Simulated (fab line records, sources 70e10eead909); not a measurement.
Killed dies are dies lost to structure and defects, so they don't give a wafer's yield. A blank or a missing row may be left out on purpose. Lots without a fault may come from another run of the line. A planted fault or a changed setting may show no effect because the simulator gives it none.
Chamber matching | flow nand_harc | NHARC_A_M0_DEP_32 on pecvd-03: 3 sister chambers
The step deposits SiCN, target thk 30 nm. 3 wafers are shown with their chamber, then 7 later ones without.

WAFERS WITH THEIR CHAMBER
wafer  | chamber | heater_power_w (W)
L083.3 | 0       | 723
L088.1 | 1       | 618
L088.2 | 2       | 542

WAFERS WITHOUT THEIR CHAMBER
wafer  | heater_power_w (W)
L088.4 | 552
L087.3 | 669
L087.4 | 667
L087.5 | 676
L093.3 | 693
L093.5 | 492
L093.6 | 698

WHICH CHAMBER EACH WENT THROUGH
wafer  | from the rows above          | in truth
L088.4 | can't be placed: 2 or 1      | 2
L087.3 | can't be placed: 1 or 0 or 2 | 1
L087.4 | can't be placed: 1 or 0 or 2 | 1
L087.5 | can't be placed: 0 or 1      | 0
L093.3 | can't be placed: 0 or 1      | 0
L093.5 | can't be placed: 2 or 1      | 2
L093.6 | can't be placed: 0 or 1      | 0
Placed correctly: 0 of 7. Can't be placed from these rows: 7 (the true chamber is among the candidates in 7). Placed wrongly: 0.
How it was worked out, from the rows above alone: a wafer's distance from a chamber is the root of the sum, over the readings, of the square of ((its reading less the chamber's mean) divided by the reading's scatter). The wafer belongs to the nearest chamber; if the next one is less than 2 further off, it can't be placed. A chamber's mean is the mean of its shown wafers. The scatter: with one shown wafer a chamber, the root of the mean of the squares of how far each hidden wafer lies from its nearest shown one.
